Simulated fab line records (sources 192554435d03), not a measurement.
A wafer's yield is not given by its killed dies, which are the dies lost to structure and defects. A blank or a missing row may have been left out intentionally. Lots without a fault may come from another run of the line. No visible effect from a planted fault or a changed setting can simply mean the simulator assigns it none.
Struck lot and sound lot, side by side || flow n5 finfet || 15 steps out of a route of 1938
Sound: these wafers, L499.1, L499.3, L499.6. Wafers L506.1, L506.2, L506.4 were the ones struck. Last of all comes the cause.
Each step with rows lists, per side, the tool, then ch with its chambers, then its first start. Under that, the readings that differ: sound wafers || struck wafers || difference of the means || sigmas: that difference in standard deviations of wafers without a fault.
alike: readings whose means differ by less than 2 such deviations, and words and numbers that are the same on both sides. not compared: withheld readings, readings that some wafer has no value for, bounds like >300 that may hide the same value, and numbers for which the record gives no deviation and whose values overlap.
The two part at a step that has a row with sigmas, a row that says differs or no value, or rows on one side only. Numbers that don't overlap but have no deviation are shown without sigmas and don't part them. A reading that every wafer of one side lacks parts them only if that side has two wafers or more.

first, 7 steps without rows for these wafers: N5_MIM_TOP_LITHO_COAT_02; N5_MIM_TOP_LITHO_EBR_04; N5_MIM_TOP_LITHO_SOFTBAKE_03 (time 90 s); N5_MIM_TOP_LITHO_EXPOSE_05 (exposes mask MIM TOP, target cd 2000 nm); N5_MIM_TOP_LITHO_PEB_06; N5_MIM_TOP_LITHO_DEVELOP_07 (develop time 60 s); N5_MIM_TOP_LITHO_HARDBAKE_09 (time 120 s).
N5_MIM_TOP_LITHO_CD_MEAS_08 targets a cd of 2000 nm.
  sound on cd sem-01 ch 0, day 12 20:10; struck on cd sem-02 ch 0, day 15 11:01
  alike: cd nm
N5_MIM_TOP_LITHO_OVL_MEAS_11:
  sound on overlay-02 ch 0, day 12 20:12; struck on overlay-02 ch 0, day 15 11:02
  alike: MIM_TOP_OVL
N5_MIM_TOP_LITHO_INSPECT_12: inspects for defects (macro).
  sound: defect inspect-01 at day 12 20:14; struck: defect inspect-02 at day 15 11:04
  alike: raw defect count
N5_MIM_TOP_LITHO_DESCUM_10: chemistry O2, time 7.9 s.
  sound on rie diel-04 ch 2,3, day 12 20:16; struck on rie diel-04 ch 0,3, day 15 11:06
  alike: drypump motor current A, oes product au, rf fwd power W, rf vpp V, showerhead plenum p Torr, throttle valve pct
  not compared: rf hours counter h
N5_MIM_TOP_ETCH_ETCH_00: etches TiN in Cl2/BCl3, target depth 38.5 nm.
  sound on rie metal-01 ch 0,1, day 12 20:21; struck on rie metal-01 ch 0,1, day 15 11:11
  alike: drypump motor current A, he backside leak sccm, oes product au, rf fwd power W, throttle valve pct
  not compared: rf hours counter h
N5_MIM_TOP_ETCH_STRIP_01: strips in O2.
  sound on rie diel-03 ch 0,1,3, day 12 20:29; struck on rie diel-03 ch 1,3, day 15 11:24
{"reading": "temp c (C)", "sound": "59.96 59.89 59.91", "struck": "57.75 57.54 57.50", "difference": -2.32, "sigmas": -18}
  alike: drypump motor current A, oes product au, rf vpp V, showerhead plenum p Torr, throttle valve pct
  not compared: rf hours counter h
N5_MIM_TOP_ETCH_PECVD_03: deposits SiNx from SiH4/NH3/N2, target thk 20 nm, time 17.6 s.
  sound on pecvd-02 ch 0,2, day 12 20:34; struck on pecvd-02 ch 0,1, day 15 11:28
  alike: heater power w, rf fwd power W, showerhead plenum p Torr, throttle valve pct
  not compared: since wet clean h
N5_PASSIVATION_PROBE_49:
  rows exist in the record for the sound wafers here (prober-02, day 13 06:49), none for the struck ones

WHERE THEY PART
At N5_MIM_TOP_ETCH_STRIP_01 first; at N5_PASSIVATION_PROBE_49 last (within this record only).

WHY: whatever the simulator had introduced
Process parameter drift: rie diel-03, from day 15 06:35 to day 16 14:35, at N5_MIM_TOP_ETCH_STRIP_01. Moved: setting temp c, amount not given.
